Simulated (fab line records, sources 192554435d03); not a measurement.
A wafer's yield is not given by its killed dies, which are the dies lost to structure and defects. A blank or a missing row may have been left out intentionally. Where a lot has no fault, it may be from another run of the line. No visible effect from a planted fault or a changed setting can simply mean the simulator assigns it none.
fab line records | flow n5-finfet
[record] lots = 10 wafers = 28 last-day = 19
route steps=1938 shown HKMG_FIN@388 BEOL_M4@1103 BEOL_M5@1112 PASSIVATION@1936
lots untouched by any fault: they come from a run of this same line in which no faults occurred
start-h: hours from the record's first day to the start of the lot's first wafer shown | wait-h: time in hours since the lot's previous step | " the same as in the row above | L1.1+2: a row that stands for several wafers | - either no value or no given start | * or withheld: withheld | < > ~ a bound
route shown NAME@n: a module of which the file shows steps, and the number in the route of the first | usual: the fault-free wafers' mean and standard deviation | same: alike in all rows | chamber/n: place in a boat | sites: per-site readings | _std_site: how widely they spread, as a standard deviation | _edge_site: mean of outer sites minus mean of inner sites | radius-mm: how far each site lies from the wafer's centre | mask NAME#n: copy n | behind: the tool/chamber that last shaped the wafer | hold: what put the lot on hold/how long, in hours/how the hold closed | device: which transistor (n, p or np) failed to switch | end of line: tests of these same wafers at the route's end | for a step that has no rows: nothing shown but its recipe | killed: the dies lost at the first sort to structure and to defects; this is not the yield of the wafer | map: the dies of a wafer, with x for killed, . for not killed, _ for no die there
set.NAME: setting as actually run; set.NAME@STEP: the setting as run at that earlier step | model.NAME: the simulator's own value behind a step, which no gauge read
route steps across a sampled set of lots; one table per step, one row per wafer
services: from which hour (start-h, from the record's first day; less than 0 if before it) a tool's chamber was out of use, for how many hours, and why
[[steps]]
[step N5_HKMG_FIN_ALD_74]
[recipe] material = La2O3 target-thk-a = 5 temp-c = 250 ald-precursor-family = La-Cp ald-co-reactant = O3 pulse-time-s = 6 co-reactant-pulse-time-s = 1 purge-time-s = 3 co-reactant-purge-time-s = 3
[usual] heater-power-w = 325/47 precursor-pulse-height-rel = 1.002/0.019 susceptor-temp-C = 249.97/0.18
// columns lot.wafer tool chamber start-h wait-h heater-power-w precursor-pulse-height-rel susceptor-temp-C
L207.2 ald-hk-01 1 74.92 0.2 303 1.017 250.41
L207.3 " 0 " " 280 0.979 250.20
L207.4 " 3 " " 300 1.001 250.00
L208.2 ald-hk-01 3 80.71 0.2 291 0.977 250.01
L208.5 " 0 " " 278 0.986 250.17
L208.6 " 3 " " 300 0.983 249.84
L209.2 ald-hk-03 3 85.71 0.2 310 1.020 249.95
L209.4 " 0 " " 410 0.982 249.92
L209.6 " 1 " " 354 1.027 249.89
L210.3 ald-hk-03 2 94.48 0.1 314 0.972 250.06
L210.4 " 1 " " 345 0.972 250.19
L210.6 " 1 " " 355 1.008 250.14
L220.3 ald-hk-03 0 147.70 0.1 420 0.986 250.05
L222.1 ald-hk-01 2 160.21 0.2 269 1.022 250.08
L222.4 " 1 " " 313 0.997 249.86
L222.6 " 0 " " 280 1.022 250.04
L223.1 ald-hk-01 0 167.80 0.2 279 1.013 249.97
L223.2 " 2 " " 261 1.020 250.03
L223.4 " 3 " " 309 0.983 249.97
L224.2 ald-hk-01 0 170.53 0.2 276 1.010 250.02
L224.3 " 1 " " 310 0.993 249.94
L224.5 " 1 " " 306 1.004 250.07
L225.1 ald-hk-01 3 181.08 0.2 303 0.989 249.94
L225.4 " 1 " " 304 0.987 249.80
L225.5 " 1 " " 309 1.009 249.85
L229.1 ald-hk-01 3 204.64 0.2 298 0.997 249.82
L229.3 " 1 " " 311 0.989 250.00
L229.5 " 1 " " 309 1.010 250.13
[step N5_BEOL_M4_CMP_52]
[recipe] stop-on = SiOC t-overpolish-s = 6.8 down-force-psi = 1 platen-rpm = 50 clearing-platen-down-force-psi = 1.5 clearing-platen-rpm = 50 post-cmp-clean = cu-alkaline target-thk-nm = 40 clearing-platen-pad-velocity-m-s = 0.99484 pad-velocity-m-s = 0.99484
[usual] barrier-field-endpoint-s = 24.6/0.78 motor-current-A = 6.2/0.56 overpolish-run-s = 6.799/0.0098 retaining-ring-pressure-frac = 1.000/0.0049 time-to-endpoint-s = 62/4.8
// columns lot.wafer tool chamber start-h wait-h barrier-field-endpoint-s motor-current-A overpolish-run-s retaining-ring-pressure-frac time-to-endpoint-s
L209.4 cmp-04 0 192.97 0.1 23.6 5.6 6.800 1.005 55
L209.2 " 3 " " 24.5 6.7 6.793 1.001 62
L209.6 " 0 " " 24.4 5.5 6.804 0.998 57
L210.4 cmp-03 0 198.64 0.1 23.8 5.9 6.797 1.012 59
L210.3 " 3 " " 24.9 6.1 6.803 0.999 68
L210.6 " 1 " " 25.5 6.2 6.800 0.991 64
L208.2 cmp-04 0 212.55 0.2 23.7 5.1 6.794 0.998 58
L208.6 " 3 " " 25.4 6.1 6.795 0.993 69
L208.5 " 0 " " 24.4 5.3 6.819 0.998 59
L207.4 cmp-03 0 212.92 0.1 24.1 6.1 6.787 0.999 58
L207.3 " 1 " " 25.0 6.2 6.811 0.993 62
L207.2 " 2 " " 25.4 6.7 6.786 0.999 72
L220.3 cmp-04 0 285.99 0.2 23.8 5.4 6.804 1.001 59
L223.2 cmp-01 3 295.08 0.2 23.9 7.0 6.806 1.003 58
L223.4 " 1 " " 23.7 5.5 6.783 1.000 55
L223.1 " 2 " " 25.3 6.9 6.791 1.004 64
L222.1 cmp-01 1 310.04 0.3 22.8 5.4 6.796 1.007 56
L222.4 " 3 " " 24.3 6.7 6.795 0.998 59
L222.6 " 2 " " 23.9 7.2 6.796 0.993 59
L224.2 cmp-01 2 331.30 0.2 24.6 7.5 6.798 1.003 65
L224.3 " 1 " " 23.2 5.7 6.805 1.004 55
L224.5 " 2 " " 24.2 7.2 6.789 0.998 62
L225.1 cmp-01 0 349.31 0.3 25.5 5.6 6.796 1.003 63
L225.4 " 2 " " 24.7 7.0 6.809 1.009 60
L225.5 " 1 " " 24.1 5.6 6.798 1.002 55
L229.3 cmp-01 0 353.54 0.2 24.2 5.9 6.812 0.993 64
L229.1 " 2 " " 23.5 7.5 6.791 0.996 62
L229.5 " 0 " " 24.1 5.6 6.800 0.990 64
[step N5_BEOL_M4_RC_MEAS_101]
[usual] DIBL_N = 36.3/1.9 DIBL_P = 36.6/2.4 IOFF_N = 0.17/0.037 IOFF_P = 0.23/0.04 IOFF_P_LIN = 0.105/0.014 ION_N = 682/14 ION_P = 468/8.6 SS_N = 71.6/0.67 SS_P = 73.4/0.71 VT_N = 248/3.3 VT_P = -248.9/2.9 VT_P_LONG = -274.3/2.3
// columns lot.wafer tool chamber start-h wait-h DIBL_N[mV/V] DIBL_P[mV/V] IOFF_N[nA/um] IOFF_P[nA/um] IOFF_P_LIN[nA/um] ION_N[uA/um] ION_P[uA/um] SS_N[mV/dec] SS_P[mV/dec] VT_N[mV] VT_P[mV] VT_P_LONG[mV]
L209.2 prober-02 0 193.74 0.2 38.4 39.9 0.23 0.31 0.136 712 486 71.0 73.5 242 -240.0 -270.6
L209.4 " 0 " " 35.0 36.2 0.15 0.23 0.110 681 475 71.3 73.2 248 -247.9 -273.7
L209.6 " 0 " " 38.3 40.1 0.21 0.29 0.130 688 474 72.5 74.1 246 -244.0 -271.9
L210.3 prober-01 0 199.56 0.3 32.4 33.8 0.14 0.19 0.095 693 480 70.5 72.1 248 -247.9 -275.1
L210.4 " 0 " " 35.1 37.2 0.17 0.22 0.103 689 469 71.8 73.7 249 -249.8 -275.9
L210.6 " 0 " " 32.7 34.3 0.13 0.19 0.093 660 456 70.1 72.4 253 -251.4 -276.4
L208.2 prober-02 0 213.27 0.2 36.9 37.1 0.17 0.23 0.106 666 460 72.4 73.1 251 -250.3 -275.0
L208.5 " 0 " " 39.7 39.7 0.26 0.29 0.127 687 468 72.9 74.1 242 -244.7 -274.9
L208.6 " 0 " " 34.5 34.6 0.13 0.19 0.093 652 454 70.9 72.6 254 -249.8 -273.9
L207.2 prober-01 0 213.68 0.2 34.6 35.2 0.14 0.17 0.086 671 456 70.7 72.3 253 -252.2 -276.0
L207.3 " 0 " " 36.1 38.3 0.16 0.23 0.103 682 465 71.6 73.7 247 -250.2 -276.5
L207.4 " 0 " " 36.3 37.0 0.15 0.20 0.096 672 457 71.6 73.0 250 -252.8 -277.3
L220.3 prober-02 0 286.91 0.3 33.3 30.8 0.14 0.12 0.060 660 438 71.3 72.0 252 -262.6 -282.4
L223.1 prober-01 0 295.69 0.0 37.4 38.4 0.19 0.25 0.112 677 463 71.4 74.8 246 -245.6 -278.2
L223.2 " 0 " " 38.9 39.7 0.24 0.29 0.124 692 469 72.0 74.4 243 -246.7 -275.2
L223.4 " 0 " " 36.1 36.4 0.17 0.22 0.104 676 465 71.7 73.8 249 -247.4 -275.7
L222.1 prober-01 0 310.65 0.0 37.7 39.2 0.20 0.25 0.114 690 472 71.7 73.4 245 -248.1 -272.9
L222.4 " 0 " " 39.6 40.3 0.25 0.26 0.116 694 473 72.6 74.0 247 -247.4 -274.9
L222.6 " 0 " " 38.3 38.9 0.20 0.24 0.109 688 468 72.4 73.3 251 -251.3 -276.3
L224.2 prober-02 0 332.06 0.2 39.5 40.4 0.24 0.28 0.118 717 490 72.4 74.6 243 -248.3 -273.9
L224.3 " 0 " " 35.7 33.7 0.14 0.16 0.080 691 463 71.7 72.8 251 -255.1 -277.7
L224.5 " 0 " " 39.1 37.5 0.22 0.23 0.104 691 465 72.9 73.6 243 -250.1 -275.1
L225.1 prober-02 0 349.91 0.0 34.7 35.9 0.16 0.20 0.099 686 472 70.5 73.4 249 -247.2 -272.6
L225.4 " 0 " " 36.2 37.6 0.18 0.23 0.107 680 467 71.6 73.6 247 -247.7 -275.6
L225.5 " 0 " " 33.2 33.2 0.12 0.16 0.083 660 459 71.8 72.7 254 -251.3 -272.9
L229.1 prober-02 0 354.11 0.0 38.4 38.1 0.21 0.25 0.110 678 456 72.1 74.1 246 -249.8 -275.5
L229.3 " 0 " " 37.6 37.3 0.19 0.23 0.106 691 466 71.6 73.4 248 -249.7 -274.1
L229.5 " 0 " " 39.3 38.2 0.21 0.24 0.109 688 461 72.5 73.4 245 -248.9 -274.6
[step N5_BEOL_M5_ILD_DEP_00]
[recipe] material = SiCOH_lowk target-thk-a = 1406.4 temp-c = 300 precursor = DEMS/porogen pressure-torr = 5 rf-w = 500 time-s = 25.9
[usual] heater-power-w = 316/57 showerhead-plenum-p-Torr = 5.738/0.013 susceptor-temp-C = 299.99/0.2 throttle-valve-pct = 13.7/0.53
// columns lot.wafer tool chamber start-h wait-h heater-power-w showerhead-plenum-p-Torr susceptor-temp-C throttle-valve-pct
L209.2 pecvd-04 0 194.55 0.7 341 5.732 299.97 14.0
L209.4 " 1 " " 247 5.731 300.07 13.9
L209.6 " 2 " " 358 5.746 299.87 13.1
L210.3 pecvd-04 1 200.21 0.5 221 5.751 299.65 13.7
L210.4 " 0 " " 432 5.720 299.70 14.1
L210.6 " 1 " " 231 5.734 299.93 13.7
L208.2 pecvd-04 1 214.08 0.7 247 5.726 299.85 13.6
L208.5 " 1 " " 252 5.741 299.98 13.7
L208.6 " 0 " " 367 5.714 300.37 14.2
L207.2 pecvd-02 1 214.49 0.7 358 5.734 299.84 13.4
L207.3 " 1 " " 361 5.739 300.15 13.2
L207.4 " 0 " " 275 5.737 300.05 14.5
L220.3 pecvd-04 0 287.56 0.5 429 5.720 300.22 14.1
L223.1 pecvd-04 2 296.65 0.8 350 5.744 300.39 13.7
L223.2 " 0 " " 377 5.743 299.99 14.3
L223.4 " 1 " " 256 5.744 299.81 13.8
L222.1 pecvd-02 0 311.61 0.8 276 5.739 299.56 14.5
L222.4 " 1 " " 330 5.746 299.30 13.4
L222.6 " 2 " " 257 5.744 299.91 13.5
L224.2 pecvd-04 2 332.87 0.7 304 5.745 299.87 13.5
L224.3 " 0 " " 411 5.708 300.01 14.1
L224.5 " 1 " " 255 5.750 300.28 13.8
L225.1 pecvd-02 1 350.88 0.8 349 5.747 300.05 13.4
L225.4 " 1 " " 354 5.738 299.68 13.3
L225.5 " 0 " " 281 5.737 299.81 14.5
L229.1 pecvd-04 1 355.07 0.8 227 5.751 299.90 14.1
L229.3 " 2 " " 331 5.741 300.04 13.8
L229.5 " 0 " " 447 5.733 299.90 14.0
[step N5_BEOL_M5_THK_MEAS_01]
[recipe] reads = SiCOH_lowk_of_BEOL_M5_ILD_DEP_00
[usual] M5_ILD_THK = 121.6/2.2
// columns lot.wafer tool chamber start-h wait-h M5_ILD_THK[nm]
L209.2 film-metro-02 - 195.12 0.4 122.9
L209.4 " - " " 124.3
L209.6 " - " " 120.8
L210.3 film-metro-01 - 201.26 0.5 121.2
L210.4 " - " " 126.2
L210.6 " - " " 121.9
L208.2 film-metro-01 - 214.65 0.4 119.4
L208.5 " - " " 120.3
L208.6 " - " " 124.3
L207.2 film-metro-02 - 215.08 0.4 120.8
L207.3 " - " " 122.8
L207.4 " - " " 126.5
L220.3 film-metro-01 - 288.13 0.3 122.0
L223.1 film-metro-01 - 297.23 0.4 120.3
L223.2 " - " " 121.5
L223.4 " - " " 122.8
L222.1 film-metro-02 - 312.19 0.4 123.2
L222.4 " - " " 119.2
L222.6 " - " " 121.9
L224.2 film-metro-02 - 333.44 0.4 122.6
L224.3 " - " " 122.7
L224.5 " - " " 124.0
L225.1 film-metro-02 - 351.45 0.4 118.6
L225.4 " - " " 121.8
L225.5 " - " " 125.2
L229.1 film-metro-01 - 355.64 0.4 121.0
L229.3 " - " " 121.0
L229.5 " - " " 123.9
[step N5_PASSIVATION_PROBE_49]
[usual] defect-limited-yield = 91.2/1.5 killed_at_M0_to_M3 = 35/12 killed_at_M4_up = 14/5.1 killed-at-contacts = 13/6 killed-at-front-end = 38/12 killed-at-other = 4/3.5 killed-dies = 104/18 killed-open = 68/13 killed-short = 33/8.1 sort_bin_5_function = 5.2/1 sort_bin_6_memory = 3.2/0.69 sort_bin_8_speed = 0.01/0.051 sort-n-pass = 1076/18 sort-yield-pct = 91.2/1.5
[same] gross-dies = 1180 killed-at-back-side = 0 sort_bin_4_leakage[%] = 0
// columns lot.wafer tool chamber start-h wait-h defect-limited-yield[%] killed_at_M0_to_M3 killed_at_M4_up killed-at-contacts killed-at-front-end killed-at-other killed-dies killed-open killed-short sort_bin_5_function[%] sort_bin_6_memory[%] sort_bin_8_speed[%] sort-n-pass sort-yield-pct[%]
L210.3 prober-01 - 317.09 0.3 91.5 47 7 9 36 1 100 81 19 5.3 3.1 0 1080 91.5
L210.4 prober-01 - 317.14 0.4 91.8 43 10 5 38 1 97 57 38 5.1 2.7 0 1083 91.8
L210.6 prober-01 - 317.24 0.5 90.9 28 9 18 50 2 107 74 33 4.8 4.0 0 1073 90.9
L220.3 prober-01 - 380.88 0.1 93.5 16 19 5 36 1 77 46 25 3.3 2.8 6.10 1031 87.4
// killed by level:class
L210.3 BEOL_M3:geometric-particle:open=17 BEOL_M1:geometric-particle:open=11 FIN_SAQP:geometric-particle:open=9 STI_FIN_REVEAL:geometric-particle:open=9 BEOL_M2:geometric-particle:open=7 FIN_SAQP:geometric-particle:short=6 DUMMY_GATE:geometric-particle:open=6 MOL_CONTACT_COAG:geometric-particle:open=6
L210.4 BEOL_M0_SAQP:geometric-particle:open=14 BEOL_M0_SAQP:geometric-particle:short=13 DUMMY_GATE:geometric-particle:open=8 DUMMY_GATE:geometric-particle:short=5 MOL_CONTACT_COAG:geometric-particle:open=5 FIN_SAQP:geometric-particle:short=4 STI_FIN_REVEAL:geometric-particle:open=4 GATE_CUT:geometric-particle:short=4
L210.6 FIN_SAQP:geometric-particle:open=17 MOL_CONTACT_COAG:geometric-particle:open=13 STI_FIN_REVEAL:geometric-particle:open=12 BEOL_M0_SAQP:geometric-particle:short=8 FIN_SAQP:geometric-particle:short=6 BEOL_M2:geometric-particle:open=5 MOL_CONTACT_COAG:geometric-particle:short=5 BEOL_M3:geometric-particle:open=5
L220.3 BEOL_M4:geometric-particle:open=10 FIN_SAQP:geometric-particle:open=6 GATE_CUT:geometric-particle:short=6 FIN_SAQP:geometric-particle:short=5 STI_FIN_REVEAL:geometric-particle:open=5 BEOL_M1:geometric-particle:open=4 BEOL_M2:geometric-particle:open=4 GATE_CUT:geometric-particle:open=3
[[services]]
// columns tool chamber start-h hours kind
cmp-04 - 51.94 3.2 repair
pecvd-02 - 58.79 2.8 pm
cmp-04 - 67.68 4.4 pm
pecvd-02 - 76.47 0.8 repair
pecvd-02 - 78.61 0.5 repair
pecvd-02 1 82.39 4.4 repair
cmp-04 - 93.80 2.2 repair
cmp-01 - 100.59 5.8 pm
ald-hk-01 - 122.63 1.8 repair
pecvd-04 - 131.97 1.6 repair
cmp-01 - 132.35 4.0 pm
ald-hk-03 - 172.77 0.9 repair
cmp-04 - 206.69 4.0 pm
pecvd-02 0 218.00 15.7 repair
cmp-04 - 224.76 4.1 repair
pecvd-02 2 228.89 4.6 repair
cmp-04 - 228.89 4.2 pm
pecvd-04 0 234.41 21.7 repair
cmp-04 - 269.19 0.6 repair
ald-hk-03 - 277.79 28.1 pm
cmp-01 - 282.78 5.0 pm
cmp-04 - 326.90 1.0 repair
cmp-04 - 328.85 9.4 pm
cmp-01 - 351.26 0.9 repair
[[key]]
[first-sign] step = N5_BEOL_M4_RC_MEAS_101 reading = VT_P direction = down sigmas = 4.8 usual = -248.9 struck = -262.6
[effect] step = N5_BEOL_M4_RC_MEAS_101 reading = VT_P_LONG direction = down sigmas = 3.5 usual = -274.3 struck = -282.4
[effect] step = N5_BEOL_M4_RC_MEAS_101 reading = ION_P direction = down sigmas = 3.4 usual = 468 struck = 438
[effect] step = N5_BEOL_M4_RC_MEAS_101 reading = IOFF_P_LIN direction = down sigmas = 3.3 usual = 0.105 struck = 0.060
[effect] step = N5_PASSIVATION_PROBE_49 reading = sort_bin_8_speed direction = up sigmas = 72 usual = 0.01 struck = 6.10
met-at N5_HKMG_FIN_ALD_74
struck-lots L220
struck-wafers L220.3
not-acting-at N5_BEOL_M4_CMP_52,N5_BEOL_M5_ILD_DEP_00,N5_BEOL_M5_THK_MEAS_01
onset-between 94.48 147.70
[fault] kind = process-parameter-drift tool = ald-hk-03 chamber = - onset-h = 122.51 steps = N5_HKMG_FIN_ALD_74 channel = target-thk-a offset = * shape = step end-h = 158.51 scope = struck-wafers-only acts-in = * stated = *
